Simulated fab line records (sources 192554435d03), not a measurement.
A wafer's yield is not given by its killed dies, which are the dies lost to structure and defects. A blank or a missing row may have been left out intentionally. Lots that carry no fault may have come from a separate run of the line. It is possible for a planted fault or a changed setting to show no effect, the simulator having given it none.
Which of the tools did it? | flow n5-finfet | 10 lots, 29 wafers sampled, at 4 steps of a route of 1938

== WHAT EACH GAUGE READ, for each wafer ==
N5_HKMG_FIN_CD_MEAS_12: target cd 92.8 nm.
lot  | measured    | on        | cd-nm (nm)
L302 | day 5 03:17 | cd-sem-01 | 92.4 92.4 92.0
L303 | day 5 06:46 | cd-sem-02 | 92.9 92.4 92.2
L304 | day 5 14:41 | cd-sem-02 | 92.4 92.7
L305 | day 5 19:50 | cd-sem-02 | 93.4 93.1 93.0
L310 | day 7 06:21 | cd-sem-01 | 93.0 93.4 92.9
L313 | day 7 21:39 | cd-sem-02 | 95.6 95.0 95.6
L315 | day 8 09:13 | cd-sem-01 | 93.7 92.9 93.0
L316 | day 8 14:54 | cd-sem-02 | 96.8 96.1 96.6
L317 | day 8 23:04 | cd-sem-02 | 92.3 93.4 93.1
L320 | day 9 17:55 | cd-sem-02 | 93.2 92.6 93.2

== WHICH TOOL RAN EACH LOT (tool, then ch and the chambers of the sampled wafers, then the start) ==
lot  | N5_HKMG_FIN_ETCH_55               | N5_HKMG_FIN_STRIP_93              | N5_HKMG_FIN_PEB_10
L302 | rie-diel-05 ch 1,2,3, day 5 00:07 | rie-diel-05 ch 1,2,3, day 5 00:46 | litho-track-04 ch 0, day 5 03:13
L303 | rie-diel-05 ch 0,1,2, day 5 03:31 | rie-diel-05 ch 0,1,2, day 5 04:09 | litho-track-04 ch 0, day 5 06:43
L304 | rie-diel-03 ch 0,1, day 5 11:38   | rie-diel-03 ch 0,1, day 5 12:16   | litho-track-03 ch 0, day 5 14:37
L305 | rie-diel-05 ch 0,2, day 5 16:38   | rie-diel-05 ch 0,2, day 5 17:16   | litho-track-01 ch 0, day 5 19:46
L310 | rie-diel-03 ch 0,3, day 7 03:17   | rie-diel-03 ch 0,3, day 7 03:56   | litho-track-03 ch 0, day 7 06:17
L313 | rie-diel-03 ch 0,1,3, day 7 18:26 | rie-diel-03 ch 0,1,3, day 7 19:05 | litho-track-03 ch 0, day 7 21:35
L315 | rie-diel-03 ch 0,3, day 8 05:35   | rie-diel-03 ch 0,3, day 8 06:32   | litho-track-04 ch 0, day 8 09:09
L316 | rie-diel-04 ch 0,1,3, day 8 11:50 | rie-diel-04 ch 0,1,3, day 8 12:28 | litho-track-03 ch 0, day 8 14:50
L317 | rie-diel-04 ch 0,2,3, day 8 19:53 | rie-diel-04 ch 0,2,3, day 8 20:31 | litho-track-01 ch 0, day 8 23:01
L320 | rie-diel-03 ch 0,1, day 9 14:23   | rie-diel-03 ch 0,1, day 9 15:02   | litho-track-04 ch 0, day 9 17:51
- N5_HKMG_FIN_ETCH_55: etches SOC in N2/H2, target depth 240 nm, time 300 s.
- N5_HKMG_FIN_STRIP_93: strips SOC in N2/H2, time 20 s.
- N5_HKMG_FIN_PEB_10: peb time 60 s.

== THE ANSWER, worked out from the rows above alone ==
Rule: the usual values come from the lots themselves. The widest of any qualifying gaps counts: lots, ordered by their means at a reading, are off when they make up no more than a third of the lots, leave a main group of 4 or more, and stand apart from it by 3 or more times the standard deviation of that group's means. If all means in a main group match to the digits the tables above print for the reading, that group is not used. Also off: a lot with no number at a reading for which 4 or more lots have one. Where the step has rows for the other lots, those lots are counted as sound.
Off at N5_HKMG_FIN_CD_MEAS_12 (cd-nm): L313, L316. For the main group the mean is 92.8 nm and the standard deviation 0.33.
If a tool, at a process step before that reading, ran all the lots that are off and no sound lot after the first of them, it fits. The gauges at N5_HKMG_FIN_CD_MEAS_12 are tried like those tools. One fits: litho-track-03 at N5_HKMG_FIN_PEB_10. A fault onset in the window from L310 (day 7 06:17, its last sound lot) to L313 (day 7 21:35, its first lot off) fits.

== WHAT HAD BEEN PUT IN BY THE SIMULATOR ==
Drift in process parameters on litho-track-03 at N5_HKMG_FIN_PEB_10, starting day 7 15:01. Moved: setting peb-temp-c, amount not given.
Struck lots among those shown: L313, L316. This agrees with what the rule above found.
